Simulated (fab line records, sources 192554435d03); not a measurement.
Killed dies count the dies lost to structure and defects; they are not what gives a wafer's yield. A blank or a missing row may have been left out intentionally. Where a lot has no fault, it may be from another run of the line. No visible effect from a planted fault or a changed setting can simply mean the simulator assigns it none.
Chamber matching -- flow n5_finfet -- N5_FIN_CUT_ETCH_30 on rie_diel-06 has 4 sister chambers
The step etches underlayer in N2/H2, target depth 13 nm, time 10.4 s. 18 wafers are shown with their chamber, then 9 later ones without.

WAFERS WITH THEIR CHAMBER
wafer,chamber,showerhead_plenum_p_Torr (Torr),throttle_valve_pct (%),oes_product_au (a.u.)
L077.4,0,2.70,17.4,0.83
L077.5,2,2.43,18.3,0.63
L077.6,3,2.61,17.6,0.58
L080.1,0,2.70,17.4,0.81
L080.4,2,2.43,18.3,0.63
L080.6,2,2.43,18.3,0.63
L081.1,2,2.43,18.3,0.62
L081.3,3,2.61,17.6,0.58
L081.6,3,2.61,17.6,0.58
L083.1,2,2.43,18.3,0.62
L083.4,2,2.43,18.3,0.62
L083.5,0,2.70,17.4,0.79
L088.1,1,2.60,18.0,0.60
L088.2,0,2.70,17.4,0.77
L088.3,2,2.42,18.4,0.62
L088.4,2,2.42,18.4,0.62
L088.5,0,2.70,17.4,0.77
L088.6,1,2.60,17.9,0.59

SIGNATURES (averages over the wafers above)
reading,chamber 0,chamber 1,chamber 2,chamber 3,scatter within a chamber
showerhead_plenum_p_Torr,2.7000,2.6000,2.4275,2.6100,0.00327
throttle_valve_pct,17.400,17.950,18.325,17.600,0.0378
oes_product_au,0.7940,0.5950,0.6238,0.5800,0.0145
Rule: for a wafer and a chamber, the distance is found by dividing, reading by reading, the gap between the wafer's reading and the chamber's mean by the reading's scatter, squaring, summing and taking the root. The wafer belongs to the nearest chamber; if the next one is less than 2 further off, it can't be placed. The scatter: the root of (the sum of the squares of (reading less its chamber's mean) over the shown wafers, divided by (wafers less chambers)).

WAFERS WITH NO CHAMBER GIVEN
wafer,showerhead_plenum_p_Torr (Torr),throttle_valve_pct (%),oes_product_au (a.u.)
L090.3,2.61,17.2,0.84
L090.4,2.69,17.4,0.77
L090.5,2.61,17.2,0.84
L094.1,2.59,17.5,0.84
L094.2,2.42,18.4,0.61
L094.3,2.69,17.5,0.76
L097.4,2.59,17.5,0.82
L097.5,2.60,17.2,0.79
L097.6,2.42,18.4,0.60

WHICH CHAMBER EACH ONE RAN IN
wafer,from the rows above,in truth
L090.3,3,3
L090.4,0,0
L090.5,3,3
L094.1,can't be placed: 3 or 1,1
L094.2,2,2
L094.3,0,0
L097.4,can't be placed: 3 or 1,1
L097.5,3,3
L097.6,2,2
Correctly placed: 7 of 9. From these rows, 2 cannot be placed; in 2 the true chamber is one of the candidates. Wrongly placed: 0.
